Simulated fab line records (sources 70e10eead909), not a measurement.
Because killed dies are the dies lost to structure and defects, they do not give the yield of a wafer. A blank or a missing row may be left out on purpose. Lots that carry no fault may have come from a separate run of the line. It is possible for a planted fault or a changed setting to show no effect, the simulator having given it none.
fab line records	flow nand-harc
record: lots: 24	wafers: 72	last-day: 34
route steps=1302 shown A_WL_FILL@972 A_CONTACT@998
lots that met no fault: from a run of the same line without faults
start-h: the number of hours between the record's first day and the start of the first shown wafer of the lot	wait-h: how many hours have passed since the lot's step before this one	" as in the row above	L1.1+2: one row covering several wafers at once	- no value, or no start given	* or withheld: withheld	< > ~ a bound
route shown NAME@n: names a module that has steps shown in the file, with the first one's number in the route	usual: the fault-free wafers' mean and standard deviation	same: alike in all rows	chamber/n: place in a boat	sites: the reading at each site	_std_site: standard deviation across them	_edge_site: the outer-site mean with the inner-site mean subtracted	radius-mm: for every site, how far away it sits from the centre of the wafer	mask NAME#n: copy n	behind: tool/chamber where the wafer was last shaped	hold: what put the lot on hold/how long, in hours/how the hold closed	device: whichever transistor did not switch (one of n, p or np)	end of line: the same wafers' tests at the end of the route	step lacking rows: just its recipe	killed: not the wafer's yield, but the dies lost to structure and defects at the first sort	map: per-die view of a wafer (x killed, . not killed, _ where there is no die)
set.NAME: the setting the step ran with; set.NAME@STEP: the setting that earlier step ran with	model.NAME: the simulator's own value behind a step, which no gauge read
the route's steps for a sample of lots (tables are steps, rows are wafers)
services: when a tool's chamber went out of use (start-h, in hours from the record's first day, below 0 if earlier), for how many hours, and the reason
== steps ==
step: NHARC_A_WL_FILL_ETCHBACK_26
recipe: target-depth-a: 520	time-s: 13.3	hbr-flow-sccm: 150	rf-w: 350	icp-w: 350	bias-w: 60	chemistry: HBr
usual: drypump-motor-current-A: 6.0/0.51	hbr-flow-sccm: 150.0/0.48	oes-product-au: 1.005/0.01	throttle-valve-pct: 23.265/0.0097
lot.wafer	tool	chamber	start-h	wait-h	drypump-motor-current-A	hbr-flow-sccm	oes-product-au	rf-hours-counter-h	throttle-valve-pct
L074.3	rie-si-05	1	496.76	0.4	5.7	149.6	1.001	0.0	23.267
L074.2	"	2	"	"	6.8	150.6	1.017	0.1	23.266
L074.5	"	2	"	"	6.8	150.3	1.020	-	23.239
L076.2	rie-si-05	0	501.87	0.4	5.9	150.5	1.005	0.1	23.277
L076.4	"	2	"	"	6.8	149.5	1.013	0.1	23.266
L076.1	"	3	"	"	6.5	149.9	0.996	0.1	23.249
L075.4	rie-si-05	1	508.00	0.4	5.7	149.0	1.003	0.1	23.261
L075.1	"	3	"	"	6.5	149.5	0.993	0.1	23.263
L075.6	"	2	"	"	6.8	149.9	1.017	-	23.271
L078.1	rie-si-04	1	531.61	0.4	5.5	149.3	1.007	0.0	23.275
L078.3	"	2	"	"	6.1	149.8	1.022	0.0	23.268
L078.5	"	0	"	"	6.3	150.3	1.015	-	23.259
L080.1	rie-si-05	2	544.18	0.4	6.8	149.8	1.017	0.3	23.266
L080.3	"	3	"	"	6.5	149.8	0.993	0.3	23.265
L080.2	"	1	"	"	5.7	150.0	1.003	0.4	23.272
L079.2	rie-si-04	2	544.19	0.4	6.0	149.4	1.001	0.1	23.281
L079.1	"	1	"	"	5.5	150.6	0.992	0.1	23.282
L079.4	"	0	"	"	6.2	150.0	1.010	-	23.274
L082.4	rie-si-04	1	551.02	0.4	5.4	149.2	1.018	0.1	23.254
L082.1	"	2	"	"	6.1	150.2	1.011	0.1	23.261
L082.5	"	0	"	"	6.3	149.7	1.011	-	23.267
L077.4	rie-si-05	0	554.07	0.4	5.9	150.2	1.004	0.4	23.271
L077.2	"	1	"	"	5.7	150.2	0.996	0.5	23.280
L077.3	"	2	"	"	6.8	150.1	1.010	0.4	23.269
L081.4	rie-si-04	3	554.08	0.4	5.9	149.8	1.001	0.1	23.292
L081.3	"	1	"	"	5.5	150.6	1.008	0.2	23.268
L081.5	"	3	"	"	5.9	149.9	1.006	-	23.283
L086.4	rie-si-05	0	583.57	0.4	5.9	149.4	1.005	0.6	23.258
L086.3	"	1	"	"	5.8	150.4	1.001	0.7	23.264
L086.1	"	2	"	"	6.7	150.3	1.027	0.6	23.254
L085.1	rie-si-03	0	590.07	0.4	5.1	149.3	1.004	0.0	23.260
L085.4	"	3	"	"	5.0	149.6	1.007	0.0	23.265
L085.6	"	0	"	"	5.1	150.6	0.998	-	23.262
L083.3	rie-si-04	3	590.08	0.4	5.9	150.6	1.022	0.3	23.256
L083.2	"	1	"	"	5.5	149.6	1.010	0.4	23.252
L083.5	"	2	"	"	6.1	150.0	0.998	-	23.289
L084.2	rie-si-03	2	595.68	0.4	6.0	151.1	1.015	0.1	23.261
L084.1	"	3	"	"	5.0	149.1	1.009	0.1	23.264
L084.4	"	1	"	"	6.6	149.5	0.984	0.1	23.261
L087.3	rie-si-05	1	616.74	0.4	5.7	149.5	1.014	0.9	23.271
L087.1	"	3	"	"	6.5	150.3	0.997	0.9	23.271
L087.5	"	1	"	"	5.7	149.0	1.002	-	23.264
L089.4	rie-si-04	0	630.52	0.4	6.2	150.4	1.005	0.7	23.267
L089.1	"	2	"	"	6.1	150.7	0.993	0.6	23.271
L089.5	"	1	"	"	5.5	149.3	1.002	-	23.277
L088.4	rie-si-05	2	630.54	0.4	6.8	148.9	1.021	0.9	23.271
L088.6	"	2	"	"	6.8	148.6	1.016	-	23.256
L088.5	"	3	"	"	6.5	149.4	0.996	-	23.261
L091.4	rie-si-03	0	644.39	0.4	5.1	148.8	1.005	0.3	23.274
L091.2	"	2	"	"	6.0	150.3	1.005	0.4	23.259
L091.5	"	0	"	"	5.1	149.7	0.999	-	23.272
L090.2	rie-si-04	3	658.05	0.4	5.9	149.9	0.994	0.9	23.277
L090.4	"	0	"	"	6.2	150.2	1.006	0.8	23.263
L090.5	"	2	"	"	6.1	150.1	1.007	-	23.261
L092.2	rie-si-05	3	669.11	0.4	6.5	150.0	0.990	0	23.269
L092.6	"	0	"	"	5.9	149.4	1.022	-	23.251
L092.5	"	1	"	"	5.7	150.5	0.997	-	23.269
L093.4	rie-si-04	0	687.37	0.4	6.3	150.5	0.991	1.1	23.266
L093.5	"	3	"	"	5.9	150.1	0.996	-	23.272
L093.6	"	0	"	"	6.2	150.6	0.998	-	23.247
L094.4	rie-si-03	0	698.73	0.4	5.1	150.5	0.990	0.7	23.255
L094.2	"	2	"	"	6.0	149.9	1.010	0.8	23.264
L094.3	"	3	"	"	5.0	150.0	1.002	0.8	23.255
L096.1	rie-si-04	2	709.63	0.4	6.1	150.4	0.988	0.1	23.271
L096.2	"	3	"	"	5.9	149.6	0.982	0.0	23.279
L096.3	"	0	"	"	6.2	149.9	0.985	0.0	23.254
L095.2	rie-si-03	2	709.64	0.4	6.0	149.8	1.022	0.9	23.264
L095.1	"	0	"	"	5.1	150.1	1.005	0.8	23.256
L095.5	"	1	"	"	6.6	150.1	0.995	-	23.269
L097.3	rie-si-03	3	728.58	0.4	5.0	150.6	1.008	1.0	23.255
L097.5	"	2	"	"	6.0	149.4	1.018	-	23.256
L097.6	"	3	"	"	5.0	150.0	0.997	-	23.265
step: NHARC_A_WL_FILL_INSPECT_15
usual: raw-defect-count: 484/130
lot.wafer	tool	chamber	start-h	wait-h	raw-defect-count
L074.2	defect-inspect-01	-	497.90	0.0	502
L074.3	"	-	"	"	592
L074.5	"	-	"	"	481
L076.1	defect-inspect-01	-	503.18	0.0	349
L076.2	"	-	"	"	469
L076.4	"	-	"	"	447
L075.1	defect-inspect-01	-	509.13	0.1	338
L075.4	"	-	"	"	363
L075.6	"	-	"	"	348
L078.1	defect-inspect-01	-	532.72	0.0	675
L078.3	"	-	"	"	563
L078.5	"	-	"	"	527
L079.1	defect-inspect-02	-	545.32	0.0	413
L079.2	"	-	"	"	317
L079.4	"	-	"	"	395
L080.1	defect-inspect-01	-	545.33	0.0	342
L080.2	"	-	"	"	421
L080.3	"	-	"	"	336
L082.1	defect-inspect-01	-	552.13	0.0	466
L082.4	"	-	"	"	404
L082.5	"	-	"	"	563
L081.3	defect-inspect-01	-	555.26	0.0	418
L081.4	"	-	"	"	470
L081.5	"	-	"	"	358
L077.2	defect-inspect-02	-	555.37	0.0	538
L077.3	"	-	"	"	600
L077.4	"	-	"	"	390
L086.1	defect-inspect-01	-	584.84	0.0	457
L086.3	"	-	"	"	342
L086.4	"	-	"	"	508
L085.1	defect-inspect-01	-	591.32	0.0	374
L085.4	"	-	"	"	445
L085.6	"	-	"	"	467
L083.2	defect-inspect-01	-	591.46	0.0	663
L083.3	"	-	"	"	681
L083.5	"	-	"	"	666
L084.1	defect-inspect-02	-	596.79	0.0	558
L084.2	"	-	"	"	562
L084.4	"	-	"	"	622
L087.1	defect-inspect-02	-	617.86	0.0	365
L087.3	"	-	"	"	411
L087.5	"	-	"	"	590
L089.1	defect-inspect-01	-	631.63	0.0	552
L089.4	"	-	"	"	451
L089.5	"	-	"	"	444
L088.4	defect-inspect-02	-	631.78	0.0	719
L088.5	"	-	"	"	484
L088.6	"	-	"	"	675
L091.2	defect-inspect-02	-	645.53	0.1	503
L091.4	"	-	"	"	496
L091.5	"	-	"	"	865
L090.2	defect-inspect-01	-	659.14	0.0	600
L090.4	"	-	"	"	502
L090.5	"	-	"	"	634
L092.2	defect-inspect-01	-	670.21	0.0	483
L092.5	"	-	"	"	478
L092.6	"	-	"	"	347
L093.4	defect-inspect-01	-	688.50	0.0	481
L093.5	"	-	"	"	595
L093.6	"	-	"	"	478
L094.2	defect-inspect-02	-	699.87	0.0	334
L094.3	"	-	"	"	380
L094.4	"	-	"	"	736
L095.1	defect-inspect-02	-	710.75	0.1	361
L095.2	"	-	"	"	340
L095.5	"	-	"	"	385
L096.1	defect-inspect-01	-	710.79	0.0	503
L096.2	"	-	"	"	452
L096.3	"	-	"	"	406
L097.3	defect-inspect-01	-	729.85	0.0	476
L097.5	"	-	"	"	403
L097.6	"	-	"	"	537
step: NHARC_A_CONTACT_OVL_MEAS_43
usual: overlay-x-nm: 0.0/0.99	overlay-y-nm: 0.2/0.78
lot.wafer	tool	chamber	start-h	wait-h	overlay-x-nm	overlay-y-nm
L074.2	overlay-01	-	505.33	-	0.0	0.2
L074.3	"	-	"	"	0.0	0.6
L074.5	"	-	"	"	-0.6	0.3
L076.1	overlay-01	-	508.92	-	1.4	0.4
L076.2	"	-	"	"	1.8	0.9
L076.4	"	-	"	"	1.8	0.6
L075.1	overlay-02	-	515.28	-	-1.8	0.3
L075.4	"	-	"	"	-2.5	0.1
L075.6	"	-	"	"	-2.1	0.1
L078.1	overlay-02	-	538.41	-	2.2	1.4
L078.3	"	-	"	"	1.5	1.0
L078.5	"	-	"	"	1.4	0.6
L079.1	overlay-01	-	552.18	-	0.9	0.7
L079.2	"	-	"	"	1.3	1.1
L079.4	"	-	"	"	1.1	0.9
L080.1	overlay-01	-	552.33	-	-0.6	1.3
L080.2	"	-	"	"	-0.4	1.0
L080.3	"	-	"	"	0.0	1.3
L082.1	overlay-02	-	560.32	-	0.6	-0.3
L082.4	"	-	"	"	0.2	-0.4
L082.5	"	-	"	"	0.5	-0.5
L081.3	overlay-01	-	569.59	-	-1.2	0.6
L081.4	"	-	"	"	-1.9	1.2
L081.5	"	-	"	"	-1.6	1.0
L077.2	overlay-02	-	570.05	-	-0.8	1.2
L077.3	"	-	"	"	-0.7	1.0
L077.4	"	-	"	"	-0.6	0.8
L086.1	overlay-02	-	590.49	-	-0.8	0.1
L086.3	"	-	"	"	-2.5	0.0
L086.4	"	-	"	"	-1.4	0.2
L085.1	overlay-02	-	597.06	-	0.0	0.1
L085.4	"	-	"	"	0.7	0.1
L085.6	"	-	"	"	0.4	0.0
L083.2	overlay-01	-	597.17	-	-0.1	-0.4
L083.3	"	-	"	"	-0.3	-0.1
L083.5	"	-	"	"	-0.5	-0.7
L084.1	overlay-01	-	605.42	-	0.7	0.2
L084.2	"	-	"	"	0.5	-0.2
L084.4	"	-	"	"	0.7	0.5
L087.1	overlay-02	-	623.67	-	-0.3	0.1
L087.3	"	-	"	"	-0.9	0.7
L087.5	"	-	"	"	-0.2	0.6
L089.1	overlay-02	-	638.24	-	-1.0	-1.1
L089.4	"	-	"	"	-0.9	-0.4
L089.5	"	-	"	"	-0.9	-1.2
L088.4	overlay-01	-	638.40	-	0.2	1.4
L088.5	"	-	"	"	1.0	1.6
L088.6	"	-	"	"	0.4	1.4
L091.2	overlay-01	-	651.34	-	0.6	-1.1
L091.4	"	-	"	"	0.7	-0.1
L091.5	"	-	"	"	0.3	-0.8
L090.2	overlay-02	-	664.90	-	0.0	-0.3
L090.4	"	-	"	"	0.1	-0.1
L090.5	"	-	"	"	0.5	0.4
L092.2	overlay-02	-	675.97	-	-0.1	0.4
L092.5	"	-	"	"	-0.2	0.3
L092.6	"	-	"	"	0.0	-0.2
L093.4	overlay-02	-	694.20	-	-0.1	-0.5
L093.5	"	-	"	"	-0.8	0.1
L093.6	"	-	"	"	-0.6	-0.4
L094.2	overlay-01	-	705.63	-	-0.3	-0.9
L094.3	"	-	"	"	0.1	-1.3
L094.4	"	-	"	"	-0.4	-1.1
L095.1	overlay-02	-	716.87	-	0.5	-0.3
L095.2	"	-	"	"	0.0	-0.7
L095.5	"	-	"	"	0.6	-1.0
L096.1	overlay-01	-	717.71	-	1.4	-1.3
L096.2	"	-	"	"	1.3	-1.0
L096.3	"	-	"	"	1.3	-0.5
L097.3	overlay-02	-	738.95	-	-0.8	0.5
L097.5	"	-	"	"	-0.5	0.7
L097.6	"	-	"	"	-1.1	1.2
step: NHARC_A_CONTACT_INSPECT_44
usual: raw-defect-count: 85/38
lot.wafer	tool	chamber	start-h	wait-h	raw-defect-count
L074.2	defect-inspect-01	-	505.37	0.0	126
L074.3	"	-	"	"	139
L074.5	"	-	"	"	143
L076.1	defect-inspect-02	-	508.96	0.0	142
L076.2	"	-	"	"	144
L076.4	"	-	"	"	113
L075.1	defect-inspect-02	-	515.32	0.0	51
L075.4	"	-	"	"	58
L075.6	"	-	"	"	59
L078.1	defect-inspect-01	-	538.45	0.0	138
L078.3	"	-	"	"	148
L078.5	"	-	"	"	168
L079.1	defect-inspect-02	-	552.21	0.0	72
L079.2	"	-	"	"	72
L079.4	"	-	"	"	64
L080.1	defect-inspect-02	-	552.37	0.0	96
L080.2	"	-	"	"	109
L080.3	"	-	"	"	104
L082.1	defect-inspect-01	-	560.35	0.0	75
L082.4	"	-	"	"	73
L082.5	"	-	"	"	71
L081.3	defect-inspect-01	-	569.62	0.0	69
L081.4	"	-	"	"	70
L081.5	"	-	"	"	74
L077.2	defect-inspect-01	-	570.08	0.0	65
L077.3	"	-	"	"	61
L077.4	"	-	"	"	64
L086.1	defect-inspect-02	-	590.52	0.0	31
L086.3	"	-	"	"	43
L086.4	"	-	"	"	40
L085.1	defect-inspect-01	-	597.10	0.0	96
L085.4	"	-	"	"	87
L085.6	"	-	"	"	80
L083.2	defect-inspect-01	-	597.21	0.0	114
L083.3	"	-	"	"	133
L083.5	"	-	"	"	132
L084.1	defect-inspect-02	-	605.46	0.0	104
L084.2	"	-	"	"	146
L084.4	"	-	"	"	125
L087.1	defect-inspect-01	-	623.71	0.0	122
L087.3	"	-	"	"	129
L087.5	"	-	"	"	104
L089.1	defect-inspect-02	-	638.28	0.0	21
L089.4	"	-	"	"	21
L089.5	"	-	"	"	27
L088.4	defect-inspect-02	-	638.44	0.0	136
L088.5	"	-	"	"	173
L088.6	"	-	"	"	142
L091.2	defect-inspect-01	-	651.38	0.0	63
L091.4	"	-	"	"	62
L091.5	"	-	"	"	79
L090.2	defect-inspect-02	-	664.93	0.0	118
L090.4	"	-	"	"	118
L090.5	"	-	"	"	121
L092.2	defect-inspect-01	-	676.01	0.0	35
L092.5	"	-	"	"	31
L092.6	"	-	"	"	14
L093.4	defect-inspect-02	-	694.23	0.0	71
L093.5	"	-	"	"	77
L093.6	"	-	"	"	63
L094.2	defect-inspect-02	-	705.67	0.0	55
L094.3	"	-	"	"	52
L094.4	"	-	"	"	57
L095.1	defect-inspect-01	-	716.91	0.0	44
L095.2	"	-	"	"	38
L095.5	"	-	"	"	45
L096.1	defect-inspect-02	-	717.74	0.0	60
L096.2	"	-	"	"	73
L096.3	"	-	"	"	55
L097.3	defect-inspect-01	-	738.99	0.0	111
L097.5	"	-	"	"	101
L097.6	"	-	"	"	90
step: NHARC_A_CONTACT_ETCH_96
recipe: target-depth-a: 200	over-etch-frac: 0.5	time-s: 10	ion-energy-ev: 250	c4f6-flow-sccm: 25	o2-flow-sccm: 20	ar-flow-sccm: 500	rf-w: 600	bias-w: 500	chemistry: C4F6/O2
usual: drypump-motor-current-A: 5.5/0.5	oes-product-au: 0.975/0.027	rf-vpp-V: 549.0/2.9	showerhead-plenum-p-Torr: 4.03/0.14	throttle-valve-pct: 26.903/0.0083
lot.wafer	tool	chamber	start-h	wait-h	drypump-motor-current-A	oes-product-au	rf-hours-counter-h	rf-vpp-V	showerhead-plenum-p-Torr	throttle-valve-pct
L074.2	rie-diel-12	2	510.53	0.1	6.2	1.015	7	554.3	4.22	26.903
L074.3	"	0	"	"	5.1	0.994	8	544.6	3.87	26.915
L074.5	"	3	"	"	5.4	0.998	-	550.3	4.13	26.905
L076.2	rie-diel-12	2	514.09	0.1	6.2	1.010	7	554.6	4.22	26.903
L076.1	"	3	"	"	5.3	1.003	7	551.0	4.13	26.892
L076.4	"	3	"	"	5.4	0.999	-	550.7	4.12	26.897
L075.1	rie-diel-12	2	520.77	0.1	6.2	0.964	9	552.9	4.22	26.916
L075.4	"	2	"	"	6.2	0.960	-	551.0	4.22	26.895
L075.6	"	3	"	"	5.3	0.949	-	549.6	4.12	26.891
L078.3	rie-diel-12	1	-	-	5.0	0.974	10	549.3	4.12	26.896
L078.1	"	2	"	"	6.2	0.967	14	552.1	4.22	26.910
L078.5	"	0	"	"	5.1	0.980	-	546.3	3.86	26.899
L079.1	rie-diel-12	1	-	-	5.0	1.007	11	551.4	4.12	26.897
L079.4	"	3	"	"	5.4	1.004	14	549.6	4.12	26.894
L079.2	"	0	"	"	5.1	0.999	15	544.6	3.86	26.895
L080.2	rie-diel-04	2	-	-	5.7	0.956	3	548.9	3.96	26.903
L080.1	"	3	"	"	6.5	0.940	2	545.0	3.81	26.897
L080.3	"	1	"	"	5.2	0.964	3	550.7	4.11	26.904
L082.4	rie-diel-12	1	-	-	5.0	0.939	12	550.8	4.12	26.909
L082.1	"	2	"	"	6.2	0.966	17	553.0	4.22	26.895
L082.5	"	0	"	"	5.1	0.941	-	546.3	3.86	26.893
L081.3	rie-diel-04	0	574.73	0.1	5.2	1.003	6	546.8	3.95	26.895
L081.5	"	0	"	"	5.2	0.998	-	547.9	3.95	26.913
L081.4	"	2	"	"	5.7	1.000	-	546.6	3.96	26.902
L077.4	rie-diel-12	1	-	-	5.0	1.006	15	551.0	4.11	26.907
L077.2	"	2	"	"	6.2	1.005	19	551.6	4.22	26.908
L077.3	"	3	"	"	5.3	1.003	18	551.7	4.12	26.901
L086.1	rie-diel-01	2	-	-	6.6	1.009	14	548.1	3.98	26.913
L086.3	"	0	"	"	5.3	0.998	9	550.5	4.15	26.911
L086.4	"	1	"	"	5.2	1.004	11	548.4	3.97	26.901
L085.4	rie-diel-12	2	-	-	6.2	0.956	23	552.6	4.21	26.908
L085.1	"	3	"	"	5.4	0.962	22	552.0	4.12	26.904
L085.6	"	2	"	"	6.2	0.964	-	552.5	4.21	26.890
L083.2	rie-diel-12	3	-	-	5.4	0.964	22	552.2	4.12	26.888
L083.3	"	1	"	"	5.0	0.975	19	551.7	4.11	26.916
L083.5	"	3	"	"	5.4	0.960	-	551.1	4.12	26.914
L084.4	rie-diel-12	3	-	-	5.3	0.996	23	550.4	4.12	26.891
L084.1	"	0	"	"	5.1	1.009	25	545.4	3.86	26.905
L084.2	"	1	"	"	5.0	1.004	20	550.3	4.11	26.904
L087.3	rie-diel-04	0	-	-	5.2	1.007	24	548.7	3.94	26.899
L087.1	"	2	"	"	5.7	0.995	23	548.3	3.95	26.887
L087.5	"	3	"	"	6.4	0.986	-	545.8	3.80	26.904
L089.4	rie-diel-12	3	-	-	5.3	1.001	2	550.9	4.11	26.897
L089.1	"	0	"	"	5.1	1.018	2	544.6	3.85	26.899
L089.5	"	2	"	"	6.2	1.008	-	551.2	4.21	26.916
L088.4	rie-diel-12	2	-	-	6.3	0.998	2	552.4	4.21	26.908
L088.5	"	1	"	"	5.0	1.003	-	550.7	4.11	26.904
L088.6	"	2	"	"	6.2	1.010	-	551.6	4.21	26.881
L091.4	rie-diel-12	3	-	-	5.3	0.938	4	550.5	4.11	26.919
L091.2	"	0	"	"	5.1	0.950	4	544.8	3.85	26.912
L091.5	"	3	"	"	5.4	0.945	-	550.7	4.11	26.914
L090.2	rie-diel-04	3	-	-	6.5	0.954	41	542.3	3.79	26.893
L090.4	"	0	"	"	5.2	0.965	40	545.9	3.93	26.900
L090.5	"	3	"	"	6.4	0.967	-	543.4	3.79	26.898
L092.2	rie-diel-04	3	-	-	6.5	0.931	44	545.1	3.79	26.905
L092.6	"	0	"	"	5.2	0.935	-	547.4	3.93	26.913
L092.5	"	1	"	"	5.3	0.920	-	549.5	4.09	26.898
L093.4	rie-diel-04	0	699.34	0.1	5.3	0.943	-	547.4	3.93	26.903
L093.5	"	1	"	"	5.3	0.926	-	550.2	4.09	26.900
L093.6	"	2	"	"	5.7	0.946	-	546.1	3.94	26.908
L094.3	rie-diel-12	2	-	-	6.2	0.996	11	553.6	4.20	26.903
L094.4	"	0	"	"	5.1	1.003	13	545.1	3.85	26.913
L094.2	"	1	"	"	5.0	1.004	12	551.1	4.10	26.921
L095.1	rie-diel-12	1	-	-	5.0	0.946	15	549.9	4.10	26.890
L095.2	"	3	"	"	5.4	0.930	15	549.6	4.10	26.910
L095.5	"	1	"	"	5.0	0.940	-	550.2	4.10	26.895
L096.1	rie-diel-12	3	-	-	5.3	0.944	16	551.3	4.10	26.913
L096.2	"	1	"	"	5.0	0.932	15	550.6	4.10	26.913
L096.3	"	2	"	"	6.2	0.941	15	552.2	4.20	26.903
L097.3	rie-diel-04	0	-	-	5.2	0.957	11	546.9	3.92	26.891
L097.6	"	0	"	"	5.3	0.949	-	546.7	3.92	26.909
L097.5	"	1	"	"	5.3	0.959	-	551.2	4.08	26.902
step: NHARC_A_CONTACT_STRIP_55
recipe: o2-flow-sccm: 500	ar-flow-sccm: 0	bias-w: 0	chemistry: O2
usual: drypump-motor-current-A: 5.5/0.49	oes-product-au: 0.999/0.0095	rf-vpp-V: 58.0/0.82	showerhead-plenum-p-Torr: 3.61/0.13	throttle-valve-pct: 17.037/0.0092
lot.wafer	tool	chamber	start-h	wait-h	drypump-motor-current-A	oes-product-au	rf-hours-counter-h	rf-vpp-V	showerhead-plenum-p-Torr	throttle-valve-pct
L074.2	rie-diel-12	0	-	-	5.2	0.988	8	58.7	3.48	17.034
L074.3	"	3	"	"	5.3	1.002	7	58.6	3.71	17.032
L074.5	"	3	"	"	5.4	0.998	-	58.2	3.71	17.033
L076.2	rie-diel-12	3	-	-	5.3	1.009	7	58.9	3.71	17.032
L076.1	"	0	"	"	5.1	0.993	8	57.2	3.48	17.047
L076.4	"	2	"	"	6.2	1.017	-	58.0	3.80	17.050
L075.1	rie-diel-04	3	-	-	6.4	1.006	45	57.8	3.43	17.028
L075.6	"	1	"	"	5.3	0.995	-	58.3	3.71	17.038
L075.4	"	3	"	"	6.4	0.992	-	57.3	3.43	17.038
L078.3	rie-diel-04	0	-	-	5.2	1.008	0	58.4	3.56	17.024
L078.1	"	1	"	"	5.3	0.994	0	59.0	3.71	17.047
L078.5	"	3	"	"	6.4	0.983	-	56.3	3.43	17.052
L079.2	rie-diel-12	3	-	-	5.3	0.995	14	59.4	3.71	17.034
L079.1	"	0	"	"	5.1	1.006	15	58.6	3.47	17.023
L079.4	"	1	"	"	5.0	1.006	11	58.2	3.71	17.030
L080.3	rie-diel-04	1	-	-	5.3	0.987	3	57.3	3.70	17.044
L080.1	"	2	"	"	5.7	1.001	3	56.8	3.56	17.035
L080.2	"	0	"	"	5.3	1.005	3	58.8	3.56	17.047
L082.1	rie-diel-04	2	-	-	5.7	1.008	3	57.8	3.56	17.040
L082.4	"	2	"	"	5.7	1.000	-	57.9	3.56	17.033
L082.5	"	3	"	"	6.4	0.990	-	57.0	3.42	17.025
L081.4	rie-diel-12	3	-	-	5.3	0.998	18	58.9	3.71	17.034
L081.3	"	1	"	"	5.0	1.001	15	57.6	3.70	17.040
L081.5	"	2	"	"	6.2	1.013	-	59.0	3.80	17.035
L077.4	rie-diel-12	2	-	-	6.2	1.016	19	57.4	3.80	17.030
L077.3	"	3	"	"	5.4	0.994	18	59.9	3.71	17.026
L077.2	"	0	"	"	5.1	0.993	19	57.3	3.47	17.022
L086.1	rie-diel-04	1	-	-	5.3	0.986	10	59.1	3.70	17.040
L086.4	"	3	"	"	6.5	0.995	14	56.5	3.42	17.040
L086.3	"	0	"	"	5.2	0.989	15	58.5	3.55	17.044
L083.2	rie-diel-12	0	-	-	5.2	0.998	23	56.5	3.47	17.048
L083.3	"	3	"	"	5.3	1.000	23	58.4	3.71	17.029
L083.5	"	1	"	"	5.0	1.009	-	57.0	3.70	17.046
L085.4	rie-diel-01	2	-	-	6.5	1.001	15	57.8	3.58	17.046
L085.1	"	3	"	"	5.9	1.013	13	59.2	3.32	17.041
L085.6	"	1	"	"	5.2	0.990	-	57.6	3.57	17.036
L084.4	rie-diel-04	3	-	-	6.4	0.987	19	58.9	3.42	17.036
L084.2	"	0	"	"	5.3	1.002	20	58.1	3.55	17.011
L084.1	"	1	"	"	5.2	0.985	16	55.8	3.70	17.042
L087.1	rie-diel-04	1	-	-	5.3	0.975	19	58.4	3.70	17.035
L087.3	"	3	"	"	6.4	0.985	22	57.5	3.41	17.035
L087.5	"	0	"	"	5.2	0.995	-	57.7	3.55	17.047
L089.1	rie-diel-04	1	-	-	5.3	0.984	24	58.9	3.69	17.044
L089.4	"	2	"	"	5.7	1.007	31	58.8	3.55	17.046
L089.5	"	2	"	"	5.7	1.002	-	56.8	3.55	17.037
L088.4	rie-diel-12	1	-	-	5.0	0.990	2	58.7	3.70	17.037
L088.6	"	3	"	"	5.3	0.994	-	58.5	3.70	17.033
L088.5	"	0	"	"	5.2	1.015	-	59.4	3.46	17.035
L091.4	rie-diel-12	2	-	-	6.3	0.998	3	59.2	3.79	17.036
L091.2	"	3	"	"	5.3	0.995	4	57.9	3.70	17.032
L091.5	"	1	"	"	5.0	1.000	-	57.5	3.70	17.028
L090.2	rie-diel-12	0	-	-	5.2	1.013	7	57.5	3.46	17.033
L090.4	"	1	"	"	5.0	0.996	6	57.3	3.69	17.038
L090.5	"	0	"	"	5.2	1.017	-	58.1	3.46	17.033
L092.2	rie-diel-12	3	-	-	5.3	0.986	9	59.2	3.70	17.023
L092.5	"	1	"	"	5.0	0.992	-	58.0	3.69	17.047
L092.6	"	2	"	"	6.2	0.993	-	58.5	3.79	17.037
L093.4	rie-diel-12	2	-	-	6.2	1.005	10	58.2	3.79	17.045
L093.5	"	3	"	"	5.3	0.993	-	59.1	3.70	17.047
L093.6	"	0	"	"	5.1	1.005	-	58.4	3.46	17.041
L094.3	rie-diel-12	1	-	-	5.0	1.002	12	58.3	3.69	17.035
L094.2	"	2	"	"	6.2	1.015	11	58.4	3.79	17.041
L094.4	"	3	"	"	5.3	1.011	12	59.6	3.70	17.048
L095.1	rie-diel-12	2	-	-	6.3	1.016	15	56.8	3.78	17.059
L095.2	"	1	"	"	5.0	0.985	15	57.1	3.69	17.039
L095.5	"	2	"	"	6.2	1.002	-	57.5	3.78	17.038
L096.2	rie-diel-04	1	-	-	5.3	0.989	2	59.5	3.68	17.026
L096.3	"	2	"	"	5.7	1.003	2	58.8	3.54	17.037
L096.1	"	0	"	"	5.2	0.998	3	58.4	3.53	17.028
L097.3	rie-diel-04	2	-	-	5.7	1.007	10	57.7	3.54	17.039
L097.5	"	0	"	"	5.2	1.001	-	57.7	3.53	17.037
L097.6	"	1	"	"	5.3	0.979	-	58.1	3.68	17.038
== services ==
tool	chamber	start-h	hours	kind
rie-si-05	-	482.00	9.0	pm
rie-diel-12	1	487.26	34.1	repair
rie-si-05	2	514.35	5.0	repair
rie-si-04	-	519.00	9.0	pm
rie-si-05	2	522.11	8.0	repair
rie-si-04	3	529.09	1.8	repair
rie-diel-04	-	533.12	9.0	pm
rie-si-05	-	536.89	0.2	repair
rie-si-04	3	543.25	3.1	repair
rie-si-03	2	552.51	9.3	repair
rie-diel-04	1	560.84	20.0	repair
rie-si-03	-	575.00	9.0	pm
rie-diel-04	2	587.25	2.7	repair
rie-si-04	0	598.60	5.5	repair
rie-diel-12	-	609.04	0.7	repair
rie-diel-12	-	622.57	9.0	pm
rie-si-05	-	631.29	0.5	repair
rie-diel-04	2	649.50	6.8	repair
rie-si-05	-	659.00	9.0	pm
rie-si-04	-	670.85	0.3	repair
rie-si-04	-	696.00	9.0	pm
rie-diel-04	3	697.03	8.0	repair
rie-diel-04	-	710.12	9.0	pm
rie-diel-12	1	737.79	11.7	repair
== key ==
fault none
